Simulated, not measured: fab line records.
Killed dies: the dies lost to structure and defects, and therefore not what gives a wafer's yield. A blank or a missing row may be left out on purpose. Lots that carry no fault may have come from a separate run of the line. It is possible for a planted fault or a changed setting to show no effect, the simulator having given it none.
fab line records	flow nandHarc
[record] lots = 7	wafers = 18	lastDay = 24
route steps=1159 shown A_SGD_CUT@751 END@1159
lots untouched by any fault: they come from a run of this same line in which no faults occurred
startH: hours from the record's opening day to when the first of the lot's shown wafers began	waitH: time in hours since the lot's previous step	" repeats the value in the row above	L1.1+2: one row covering several wafers at once	- no value, or no start was given	* or withheld: withheld	< > ~ a bound
route shown NAME@n: names a module that has steps shown in the file, with the first one's number in the route	usual: mean and standard deviation over wafers with no fault	same: alike in all rows	chamber/n: place in a boat	sites: the reading at each site	_std_site: how widely they spread, as a standard deviation	_edge_site: inner sites' mean taken away from outer sites' mean	radiusMm: how far each site lies from the wafer's centre	mask NAME#n: copy n	behind: the tool/chamber that last shaped the wafer	hold: reason for holding the lot/hours on hold/outcome of the hold	device: transistor that didn't switch, given as n, p or np	end of line: the tests these same wafers got at the end of their route	a step without rows: its recipe alone	killed: not the wafer's yield, but the dies lost to structure and defects at the first sort	map: shows each die of a wafer: x if killed, . if not, _ if none is there
set.NAME: the setting that was run; set.NAME@STEP: the one run at that earlier step	model.NAME: the simulator's own value behind a step, which no gauge read
lots seen at some steps along the route; tables by step, rows by wafer
services: from which hour (startH, from the record's first day; less than 0 if before it) a tool's chamber was out of use, for how many hours, and why
[[steps]]
[step NHARC_A_SGD_CUT_COAT_57]
[recipe] tempC = 225	timeS = 65
[step NHARC_A_SGD_CUT_COAT_03]
[recipe] spinRpm = 1500	resistThkNm = 90
[step NHARC_A_SGD_CUT_SOFTBAKE_04]
[recipe] tempC = 105	timeS = 55
[step NHARC_A_SGD_CUT_EBR_05]
[step NHARC_A_SGD_CUT_EXPOSE_06]
[recipe] na = 1.35	doseMj = 85.59	maskId = SGD
[step NHARC_A_SGD_CUT_PEB_07]
[recipe] pebTempC = 100	pebTimeS = 65
[step NHARC_A_SGD_CUT_DEVELOP_08]
[recipe] developTimeS = 35	devTempC = 23
[step NHARC_A_SGD_CUT_CD_MEAS_09]
[recipe] targetCdNm = 100	landingEnergyEv = 500
[usual] cdNm = 100.4/0.49
lot.wafer	tool	chamber	startH	waitH	cdNm
L495.3	cdSem-03	0	332.33	-	99.8
L495.4	"	0	"	"	100.3
L495.5	"	0	"	"	100.5
L503.3	cdSem-03	0	373.20	-	100.8
L503.4	"	0	"	"	101.2
L503.5	"	0	"	"	101.4
L504.1	cdSem-02	0	385.77	-	100.1
L504.4	"	0	"	"	100.8
L504.6	"	0	"	"	100.8
L507.1	cdSem-01	0	386.21	-	99.9
L507.2	"	0	"	"	99.3
L509.2	cdSem-03	0	408.31	-	100.5
L509.3	"	0	"	"	100.1
L511.3	cdSem-03	0	423.97	-	100.6
L511.5	"	0	"	"	100.4
L515.1	cdSem-02	0	443.42	-	100.5
L515.4	"	0	"	"	100.7
L515.5	"	0	"	"	99.9
[step NHARC_A_SGD_CUT_OVL_MEAS_10]
[usual] overlayXNm = -0.1/0.82	overlayYNm = -0.1/0.98
lot.wafer	tool	chamber	startH	waitH	overlayXNm	overlayYNm
L495.3	overlay-02	-	332.42	-	0.0	0.1
L495.4	"	-	"	"	-1.0	-0.5
L495.5	"	-	"	"	-1.3	-0.3
L503.3	overlay-02	-	373.28	-	0.2	1.1
L503.4	"	-	"	"	0.2	0.6
L503.5	"	-	"	"	0.1	0.3
L504.1	overlay-01	-	385.86	-	-0.8	1.4
L504.4	"	-	"	"	0.0	1.1
L504.6	"	-	"	"	-0.4	1.4
L507.1	overlay-02	-	386.30	-	0.9	1.2
L507.2	"	-	"	"	1.0	1.2
L509.2	overlay-01	-	408.40	-	-0.3	-1.0
L509.3	"	-	"	"	-0.6	-1.0
L511.3	overlay-01	-	424.05	-	-1.2	1.7
L511.5	"	-	"	"	-1.2	1.7
L515.1	overlay-01	-	443.51	-	1.2	0.3
L515.4	"	-	"	"	1.0	0.1
L515.5	"	-	"	"	0.8	0.4
[step NHARC_A_SGD_CUT_INSPECT_11]
[usual] rawDefectCount = 17/9.5
lot.wafer	tool	chamber	startH	waitH	rawDefectCount
L495.3	defectInspect-02	-	332.46	0.0	15
L495.4	"	-	"	"	16
L495.5	"	-	"	"	18
L503.3	defectInspect-02	-	373.32	0.0	26
L503.4	"	-	"	"	22
L503.5	"	-	"	"	23
L504.1	defectInspect-01	-	385.89	0.0	29
L504.4	"	-	"	"	17
L504.6	"	-	"	"	24
L507.1	defectInspect-01	-	386.34	0.0	8
L507.2	"	-	"	"	8
L509.2	defectInspect-02	-	408.44	0.0	14
L509.3	"	-	"	"	11
L511.3	defectInspect-02	-	424.09	0.0	14
L511.5	"	-	"	"	14
L515.1	defectInspect-01	-	443.54	0.0	15
L515.4	"	-	"	"	29
L515.5	"	-	"	"	14
[step NHARC_A_SGD_CUT_DESCUM_14]
[recipe] timeS = 3	o2FlowSccm = 200	arFlowSccm = 0	biasPowerW = 0	chemistry = O2
[usual] drypumpMotorCurrentA = 5.9/0.54	mfcArSccm = 0.007/0.01	oesProductAu = 1.000/0.0083	rfVppV = 57.9/0.94	showerheadPlenumPTorr = 1.93/0.07	throttleValvePct = 11.311/0.0089
lot.wafer	tool	chamber	startH	waitH	drypumpMotorCurrentA	mfcArSccm	oesProductAu	rfHoursCounterH	rfVppV	showerheadPlenumPTorr	throttleValvePct
L495.3	rieDiel-06	2	332.52	0.1	6.4	0	0.992	8	57.8	2.00	11.309
L495.5	"	0	"	"	5.9	0.015	0.995	-	56.9	1.81	11.295
L495.4	"	1	"	"	5.4	0.017	0.985	-	58.7	1.90	11.307
L503.3	rieDiel-01	3	373.39	0.1	6.6	0	0.999	4	57.4	1.95	11.303
L503.4	"	1	"	"	5.9	0.022	0.995	4	58.5	2.01	11.300
L503.5	"	2	"	"	4.9	0	1.005	-	56.3	2.03	11.310
L504.4	rieDiel-06	2	385.95	0.1	6.3	0	0.995	13	58.5	2.00	11.314
L504.1	"	1	"	"	5.4	0.017	1.000	13	57.1	1.90	11.320
L504.6	"	3	"	"	5.4	0.004	0.997	-	57.7	1.90	11.320
L507.2	rieDiel-01	1	386.41	0.1	5.9	0.022	1.012	5	57.8	2.01	11.315
L507.1	"	2	"	"	4.9	0	1.018	5	58.3	2.02	11.310
L509.3	rieDiel-01	1	408.50	0.1	5.9	0.022	1.015	7	58.5	2.01	11.296
L509.2	"	2	"	"	4.9	0	1.016	7	58.0	2.02	11.305
L511.3	rieDiel-01	2	424.23	0.1	4.9	0	1.010	8	57.5	2.02	11.324
L511.5	"	3	"	"	6.6	0	1.001	-	58.3	1.95	11.300
L515.4	rieDiel-11	0	443.62	0.1	6.4	0	0.999	8	56.7	1.83	11.322
L515.1	"	1	"	"	6.6	0.030	1.010	7	57.8	1.93	11.282
L515.5	"	2	"	"	6.0	0	1.006	-	56.2	2.01	11.296
[step NHARC_A_SGD_CUT_ETCH_58]
[recipe] targetDepthA = 390	overEtchFrac = 0.3	timeS = 65	ionEnergyEv = 80	cf4FlowSccm = 150	arFlowSccm = 0	rfW = 300	biasW = 100	chemistry = CF4
[usual] drypumpMotorCurrentA = 5.9/0.54	mfcArSccm = 0.007/0.0096	oesProductAu = 1.000/0.007	rfVppV = 151.4/1.2	showerheadPlenumPTorr = 1.78/0.061	throttleValvePct = 13.283/0.0086
lot.wafer	tool	chamber	startH	waitH	drypumpMotorCurrentA	mfcArSccm	oesProductAu	rfHoursCounterH	rfVppV	showerheadPlenumPTorr	throttleValvePct
L495.3	rieDiel-06	0	332.64	0.1	5.9	0.015	1.007	7	150.5	1.68	13.282
L495.4	"	1	"	"	5.4	0.017	0.993	-	150.6	1.76	13.286
L495.5	"	0	"	"	5.9	0.015	1.005	-	149.9	1.68	13.279
L503.4	rieDiel-01	0	373.47	0.1	6.5	0	1.000	4	151.6	1.81	13.279
L503.3	"	2	"	"	4.9	0	1.026	4	150.5	1.86	13.278
L503.5	"	0	"	"	6.4	0	1.010	-	152.3	1.82	13.287
L504.1	rieDiel-06	0	386.05	0.1	5.9	0.015	1.004	13	149.3	1.68	13.287
L504.4	"	1	"	"	5.4	0.017	0.989	13	151.8	1.76	13.295
L504.6	"	2	"	"	6.3	0	1.008	-	152.4	1.84	13.281
L507.2	rieDiel-01	1	386.50	0.1	5.9	0.022	1.011	5	152.6	1.85	13.283
L507.1	"	3	"	"	6.6	0	1.007	5	152.2	1.80	13.287
L509.2	rieDiel-01	1	408.58	0.1	5.9	0.022	0.999	7	153.1	1.85	13.296
L509.3	"	0	"	"	6.5	0	0.982	7	152.6	1.81	13.271
L511.3	rieDiel-01	0	424.31	0.1	6.5	0	0.999	9	151.9	1.81	13.276
L511.5	"	2	"	"	4.9	0	0.995	-	152.3	1.86	13.282
L515.1	rieDiel-11	2	443.69	0.1	6.0	0	1.010	8	152.7	1.85	13.276
L515.4	"	1	"	"	6.6	0.030	1.007	7	150.9	1.78	13.274
L515.5	"	3	"	"	5.3	0.001	0.998	-	150.7	1.73	13.288
[step NHARC_A_SGD_CUT_ETCH_59]
[recipe] targetDepthA = 2600	overEtchFrac = 0.25	timeS = 406.25	ionEnergyEv = 200	n2FlowSccm = 150	h2FlowSccm = 150	arFlowSccm = 0	rfW = 400	biasW = 150	chemistry = N2/H2
[usual] drypumpMotorCurrentA = 5.9/0.53	mfcArSccm = 0.007/0.0096	oesProductAu = 1.000/0.0073	rfVppV = 431.0/2.3	showerheadPlenumPTorr = 2.06/0.079	throttleValvePct = 14.171/0.0092
lot.wafer	tool	chamber	startH	waitH	drypumpMotorCurrentA	mfcArSccm	oesProductAu	rfHoursCounterH	rfVppV	showerheadPlenumPTorr	throttleValvePct
L495.3	rieDiel-06	2	332.76	-	6.4	0	0.993	8	434.4	2.13	14.171
L495.4	"	1	"	"	5.4	0.017	0.995	-	430.9	2.03	14.170
L495.5	"	2	"	"	6.4	0	1.002	-	432.0	2.13	14.162
L503.3	rieDiel-01	1	373.59	-	5.9	0.022	1.006	4	431.9	2.14	14.163
L503.4	"	2	"	"	4.9	0	1.003	4	432.5	2.16	14.152
L503.5	"	0	"	"	6.5	0	1.002	-	432.3	2.10	14.176
L504.1	rieDiel-06	3	386.13	-	5.4	0.004	1.015	7	430.4	2.03	14.166
L504.4	"	2	"	"	6.4	0	1.007	13	431.6	2.13	14.160
L504.6	"	0	"	"	5.9	0.015	1.007	-	427.9	1.93	14.152
L507.1	rieDiel-01	3	386.64	-	6.7	0	1.004	5	429.6	2.08	14.163
L507.2	"	0	"	"	6.5	0	0.860	5	432.3	2.10	14.168
L509.2	rieDiel-01	1	408.67	-	5.8	0.022	0.871	7	434.5	2.14	14.169
L509.3	"	3	"	"	6.6	0	1.000	7	432.1	2.08	14.177
L511.3	rieDiel-01	2	424.45	-	4.9	0	1.010	9	435.5	2.16	14.178
L511.5	"	1	"	"	5.9	0.022	0.882	-	433.7	2.14	14.166
L515.1	rieDiel-11	0	443.78	-	6.4	0	0.994	8	427.5	1.95	14.167
L515.4	"	2	"	"	6.0	0	1.004	8	433.8	2.15	14.166
L515.5	"	1	"	"	6.5	0.030	1.003	-	432.1	2.06	14.186
[step NHARC_A_SGD_CUT_ETCH_15]
[recipe] targetDepthA = 750	timeS = 64.3	ch3fFlowSccm = 50	o2FlowSccm = 30	arFlowSccm = 200	rfW = 500	biasW = 100	chemistry = CH3F/O2
[usual] drypumpMotorCurrentA = 6.0/0.53	mfcArSccm = 199.9/0.53	oesProductAu = 0.960/0.017	rfVppV = 264.0/1.6	showerheadPlenumPTorr = 2.48/0.088	throttleValvePct = 20.663/0.0087
lot.wafer	tool	chamber	startH	waitH	drypumpMotorCurrentA	mfcArSccm	oesProductAu	rfHoursCounterH	rfVppV	showerheadPlenumPTorr	throttleValvePct
L495.3	rieDiel-06	0	-	-	5.9	199.8	0.956	8	263.4	2.33	20.653
L495.4	"	2	"	"	6.4	199.8	0.951	-	266.4	2.56	20.659
L495.5	"	0	"	"	5.9	199.7	0.945	-	261.6	2.33	20.675
L503.3	rieDiel-01	3	-	-	6.7	201.0	0.937	4	265.0	2.51	20.658
L503.4	"	0	"	"	6.5	200.0	0.931	4	265.8	2.53	20.656
L503.5	"	0	"	"	6.5	199.7	0.925	-	263.9	2.53	20.672
L504.1	rieDiel-06	0	-	-	5.9	198.7	0.976	13	261.3	2.33	20.657
L504.4	"	3	"	"	5.3	199.7	0.974	7	264.2	2.44	20.660
L504.6	"	1	"	"	5.4	200.2	0.970	-	263.8	2.44	20.659
L507.1	rieDiel-01	1	-	-	5.9	200.4	0.952	6	265.7	2.57	20.662
L507.2	"	2	"	"	4.9	199.5	0.959	5	265.5	2.60	20.652
L509.3	rieDiel-01	2	-	-	4.9	200.2	0.971	7	265.7	2.60	20.660
L509.2	"	1	"	"	5.9	200.6	0.960	7	265.2	2.57	20.676
L511.3	rieDiel-01	1	-	-	5.9	200.1	0.950	9	266.4	2.57	20.671
L511.5	"	0	"	"	6.5	200.4	0.943	-	263.6	2.52	20.668
L515.1	rieDiel-11	3	-	-	5.3	200.4	0.958	8	262.4	2.40	20.663
L515.4	"	1	"	"	6.5	199.7	0.976	7	264.7	2.48	20.683
L515.5	"	3	"	"	5.3	200.7	0.967	-	262.8	2.40	20.679
[step NHARC_END_SORT_01]
[recipe] tempC = 25
[usual] killedAtArray = 29/12	killedAtOther = 0.7/1	killedAtPeriphery = 4/3.2	killedDies = 34/12	killedOpen = 3.4/2	killedShort = 1.8/1.3
[same] grossDies = 677
lot.wafer	tool	chamber	startH	waitH	killedAtArray	killedAtOther	killedAtPeriphery	killedDies	killedOpen	killedShort
L504.1	prober-02	0	505.21	2.5	39	0	5	44	2	2
L504.4	prober-02	0	507.59	3.4	38	0	4	42	1	3
L504.6	prober-02	0	509.18	4.0	36	0	6	42	2	1
L509.2	prober-01	0	553.15	2.8	208	2	11	221	2	3
L511.5	prober-01	0	569.40	3.8	156	5	3	164	4	2
// killed by level:class
L504.1 A_SLIT:chamberFilmFlake=13 A_CHANNEL_HOLE_D1:chamberFilmFlake=10 A_CONTACT:chamberFilmFlake=5 A_STAIRCASE:chamberFilmFlake=4 A_M0:chamberFilmFlake=4 P_BONDPAD:chamberFilmFlake=3 A_WL_FILL:geometricParticle:short=2 P_M0:geometricParticle:open=1
L504.4 A_SLIT:chamberFilmFlake=14 A_CHANNEL_HOLE_D1:chamberFilmFlake=9 A_CONTACT:chamberFilmFlake=4 A_M0:chamberFilmFlake=4 A_M1:chamberFilmFlake=3 P_BONDPAD:chamberFilmFlake=2 P_M0:geometricParticle:short=1 A_M0:geometricParticle:short=1
L504.6 A_CHANNEL_HOLE_D1:chamberFilmFlake=12 A_SLIT:chamberFilmFlake=12 A_CONTACT:chamberFilmFlake=4 P_BONDPAD:chamberFilmFlake=3 A_STAIRCASE:chamberFilmFlake=3 A_M0:chamberFilmFlake=3 P_M0:geometricParticle:short=1 A_ONON_D1:geometricParticle:open=1
L509.2 A_SGD_CUT:areaEtch=186 A_CONTACT:chamberFilmFlake=7 A_STAIRCASE:chamberFilmFlake=6 P_ZERO_WELL:chamberFilmFlake=5 P_CONTACT:chamberFilmFlake=5 A_CHANNEL_HOLE_D1:chamberFilmFlake=4 A_WL_FILL:geometricParticle:short=2 A_SLIT:chamberFilmFlake=2
L511.5 A_SGD_CUT:areaEtch=140 A_CHANNEL_HOLE_D1:chamberFilmFlake=6 THIN_TSV:chamberFilmFlake=5 A_CONTACT:chamberFilmFlake=3 P_CONTACT:geometricParticle:open=2 A_WL_FILL:geometricParticle:open=2 A_STAIRCASE:chamberFilmFlake=2 A_CHANNEL_FILL_D1:geometricParticle:short=1
// map L509.2 (x killed, . not)
____________x____________
_________xx..x.x_________
_______x..xxx.xxxx_______
______xx.x..x..xxxx______
_____x.x...xx...xxxx_____
____...x.....x...xx.x____
____......x....x...xx____
___xxxxx.....x.xxxxxxx___
___xx..........xx..xx.___
__xx..............xxx.x__
__..x.x........x....x..__
_x..x....x........xxx.xx_
_x................x..xxx_
_........x...........xxx_
_x...................xxx_
_.....x.....x........xxx_
x..x........xx.x.x..xxx.x
.xx.......x.......x...xxx
xx.x.................xxxx
xx...x........x.......xxx
...x................x..xx
_.xx...............xxxxx_
_x.x................xxx._
_xx...............x.x.xx_
_x.xx...............xxxx_
_....xx.....x......x.xxx_
__xx.x...........x..xx.__
__xx...............x.xx__
___..x...x..x...xx.x..___
___x.x.....x.....xx.xx___
____xx........x....xx____
____.x...x........xxx____
_____.xx.x.....xx..x_____
______x.x...x.xxxxx______
_______xx..xx..x.x_______
_________xxxxxx._________
____________x____________
// map L511.5 (x killed, . not)
____________.____________
_________......._________
_______...x......._______
______x...........x______
_____.......x.....x._____
____......x...x...x.x____
____...x.....x..x.xxx____
___......x....x.x..xxx___
___........xx.......xx___
__...x.......x......xx.__
__....x.x....x.......x.__
_.............x.x....x.x_
_.............x...x....x_
_.............x....x...x_
_....x......xx.x..x..x.x_
_.x..x......x........x.._
.x..............x.....x..
...x..x.....x.....x...xxx
.........x..x.x........x.
......x...........x...x..
x.xx.x...........x...xxxx
_.......x..........xxxxx_
_......x......xx..x.x.xx_
_..................xxxx._
_.x.x............xx..xxx_
_.................x.x..x_
__....x....x.....x...xx__
__..x..x..xx..x..xxxxxx__
___..x.xx........x.xxx___
___x..x........x....xx___
____............x...x____
____x.x.x.....x..x.xx____
_____x......x..xxxxx_____
______x..x....x.x..______
_______x..x.x.x.xx_______
_________.x...xx_________
____________.____________
[[services]]
tool	chamber	startH	hours	kind
rieDiel-01	-	314.94	9.0	pm
rieDiel-01	0	314.94	9.0	ventCycle
rieDiel-01	1	314.94	9.0	ventCycle
rieDiel-01	2	314.94	9.0	ventCycle
rieDiel-01	3	314.94	9.0	ventCycle
rieDiel-01	0	323.94	-	clean
rieDiel-01	1	323.94	-	clean
rieDiel-01	2	323.94	-	clean
rieDiel-01	3	323.94	-	clean
rieDiel-01	0	348.44	-	clean
rieDiel-01	1	348.44	-	clean
rieDiel-01	2	348.44	-	clean
rieDiel-01	3	348.44	-	clean
rieDiel-11	-	366.56	9.0	pm
rieDiel-01	0	372.94	-	clean
rieDiel-01	1	372.94	-	clean
rieDiel-01	2	372.94	-	clean
rieDiel-01	3	372.94	-	clean
rieDiel-06	2	373.06	2.2	repair
rieDiel-01	0	397.44	-	clean
rieDiel-01	1	397.44	-	clean
rieDiel-01	2	397.44	-	clean
rieDiel-01	3	397.44	-	clean
rieDiel-06	-	418.20	9.0	pm
[[key]]
[firstSign] step = NHARC_A_SGD_CUT_ETCH_59	reading = oesProductAu	direction = down	sigmas = 18	usual = 1.000	struck = 0.871
[effect] step = NHARC_END_SORT_01	reading = killedDies	direction = up	sigmas = 14	usual = 34	struck = 192
[moreKillsBornAt] NHARC_A_SGD_CUT_ETCH_59@rieDiel-01 = 326
metAt NHARC_A_SGD_CUT_ETCH_59
struckWafers L507.2,L509.2,L511.5
sortLeftOut L507.2
testerLeftOut L507,L509,L511
onsetBetween 373.59 386.64
[fault] kind = processParameterDrift	tool = rieDiel-01	chamber = -	onsetH = 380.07	steps = NHARC_A_SGD_CUT_ETCH_59	channel = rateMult	offset = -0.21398	shape = step	endH = 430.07	scope = struckWafersOnly
// testerLeftOut: of these lots the tester's yield and bins aren't shown, on N5 and GAA mostly nor the transistor test; their killed dies are dies lost to structure and defects alone, not to doping, threshold or leakage, so they don't give the yield
// sortLeftOut: the simulated sort isn't trusted on such a fault, so these wafers' sort isn't shown, and their yield isn't known
